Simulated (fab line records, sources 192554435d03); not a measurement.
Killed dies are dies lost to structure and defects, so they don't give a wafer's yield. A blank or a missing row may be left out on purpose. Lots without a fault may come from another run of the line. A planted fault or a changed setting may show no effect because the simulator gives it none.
Chamber matching | flow n5_finfet | N5_BEOL_M1_STRIP_19 on rie_diel-04: 4 sister chambers
The step strips in O2. 4 wafers are shown with their chamber, then 7 later ones without.

WAFERS WITH THEIR CHAMBER
wafer  | chamber | showerhead_plenum_p_Torr (Torr)
L085.5 | 3       | 1.98
L090.5 | 1       | 2.01
L093.1 | 0       | 2.08
L093.4 | 2       | 2.18

WAFERS WITHOUT THEIR CHAMBER
wafer  | showerhead_plenum_p_Torr (Torr)
L093.6 | 2.18
L095.3 | 2.23
L095.5 | 2.00
L095.6 | 2.08
L096.1 | 2.08
L096.3 | 2.23
L096.5 | 2.23

WHICH CHAMBER EACH WENT THROUGH
wafer  | from the rows above     | in truth
L093.6 | 2                       | 2
L095.3 | 2                       | 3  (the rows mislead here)
L095.5 | can't be placed: 1 or 3 | 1
L095.6 | 0                       | 0
L096.1 | 0                       | 0
L096.3 | 2                       | 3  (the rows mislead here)
L096.5 | 2                       | 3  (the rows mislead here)
Placed correctly: 3 of 7. Can't be placed from these rows: 1 (the true chamber is among the candidates in 1). Placed wrongly: 3.
How it was worked out, from the rows above alone: a wafer's distance from a chamber is the root of the sum, over the readings, of the square of ((its reading less the chamber's mean) divided by the reading's scatter). The wafer belongs to the nearest chamber; if the next one is less than 2 further off, it can't be placed. A chamber's mean is the mean of its shown wafers. The scatter: with one shown wafer a chamber, the root of the mean of the squares of how far each hidden wafer lies from its nearest shown one.
